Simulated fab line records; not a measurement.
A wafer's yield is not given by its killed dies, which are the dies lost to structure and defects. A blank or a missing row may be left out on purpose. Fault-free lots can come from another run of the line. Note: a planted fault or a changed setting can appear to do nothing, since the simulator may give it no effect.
Split-lot experiment -- flow n5-finfet -- 7 lots, 21 wafers read, on a route of 1938 steps

== SPLIT DETAILS ==
At N5_BEOL_M10_COAT_64 (time 60 s, resist thk 30 nm), the setting spin-rpm was moved away from the recipe's 1500 rpm on 5 of the 21 wafers read, by -8.2% to +7.5%. This setting was run at the recipe's value on the other wafers.

== FROM THE SPLIT TO THE READING: what the file shows between them, 4 steps ==
- N5_BEOL_M10_COAT_22: resist thk 90 nm (also split here: spin-rpm)
- N5_BEOL_M10_EBR_24
- N5_BEOL_M10_SOFTBAKE_23: time 60 s
- N5_BEOL_M10_DESCUM_33: chemistry O2, time 7.9 s

== THE READING ==
etch.depth-nm (the simulator's own value, which no gauge read), in nm, at N5_BEOL_M10_ETCH_65 (etches SiARC in CF4, target depth 39 nm, time 65 s). There is no usual value for it anywhere in the file. Average 30.07 nm, standard deviation 0.081 nm, over the 16 wafers here run with the recipe.

wafer,"tool, chamber at the split","spin-rpm as run, rpm",against the recipe,"etch.depth-nm, nm",against lot-mates on the recipe
L078.3,"litho-track-04, 0",1500,recipe,30.17,-
L078.4,"litho-track-04, 0",1500,recipe,30.08,-
L078.5,"litho-track-04, 0",1500,recipe,30.11,-
L079.1,"litho-track-03, 0",1500,recipe,29.96,-
L079.4,"litho-track-03, 0",1500,recipe,30.05,-
L079.6,"litho-track-03, 0",1500,recipe,30.07,-
L082.2,"litho-track-03, 0",1594,+6.3%,29.17,-0.97
L082.3,"litho-track-03, 0",1500,recipe,30.14,-
L082.6,"litho-track-03, 0",1594,+6.3%,29.32,-0.82
L084.2,"litho-track-04, 0",1500,recipe,30.17,-
L084.3,"litho-track-04, 0",1554,+3.6%,29.57,-0.61
L084.5,"litho-track-04, 0",1500,recipe,30.19,-
L085.2,"litho-track-04, 0",1500,recipe,30.03,-
L085.3,"litho-track-04, 0",1500,recipe,30.08,-
L085.6,"litho-track-04, 0",1377,-8.2%,31.38,+1.32
L090.1,"litho-track-04, 0",1500,recipe,30.07,-
L090.2,"litho-track-04, 0",1500,recipe,30.1,-
L090.4,"litho-track-04, 0",1500,recipe,29.99,-
L092.2,"litho-track-02, 0",1500,recipe,29.95,-
L092.5,"litho-track-02, 0",1612,+7.5%,28.88,-1.04
L092.6,"litho-track-02, 0",1500,recipe,29.9,-

THE FIT
A straight line over all 21 wafers: etch.depth-nm changes by -0.149 nm for each +1% of spin-rpm; r = -0.98; the points scatter about the line by 0.09 nm.
The same after taking each lot's own level away (the mean of its wafers on the recipe; 21 wafers): -0.15 nm for each +1%; r = -0.99; scatter 0.053 nm.
The reading moves by 1.2 nm for the largest change in spin-rpm, on that fit.
From 29.925 to 30.180 nm: that is the span of the lots' own levels, equal to 3.1 times the standard deviation above.
The two slopes are in agreement: the lot-to-lot level therefore moves the slope only a little.
Check: +1.18 nm against its lot-mates is what the line predicts for one of the wafers moved furthest among these (-8.2%) when that wafer is left out of the fit. It came out at +1.32 nm against them.

== OTHER SPLITS APPLIED TO THESE WAFERS ==
Other splits were also applied to these wafers ahead of the reading. Each is held against what the fit with the lots' levels taken away leaves over:
other split on the same wafers,wafers away from the commonest value,r with etch.depth-nm (lot level and that fit taken away)
N5_BEOL_M9_TRENCH_ETCH_37 time-s,8,-0.20
N5_BEOL_M10_COAT_22 spin-rpm,8,-0.05

== THE WHOLE CHAIN: every reading that the file lists as answering this split, in the file's order ==
step,what it does,reading,change (the file's fit),r (the file's)
N5_BEOL_M10_COAT_64,"time 60 s, resist thk 30 nm","SiARC_of_BEOL_M10_COAT_64.thk-nm (the simulator's own value, which no gauge read)",-0.157 nm for each +1% of the setting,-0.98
N5_BEOL_M10_ETCH_65,"etches SiARC in CF4, target depth 39 nm, time 65 s","etch.depth-nm (the simulator's own value, which no gauge read)",-0.152 nm for each +1% of the setting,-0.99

== FILE'S OWN FIT ==
etch.depth-nm changes by -0.152 nm for each +1% of spin-rpm, r = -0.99.
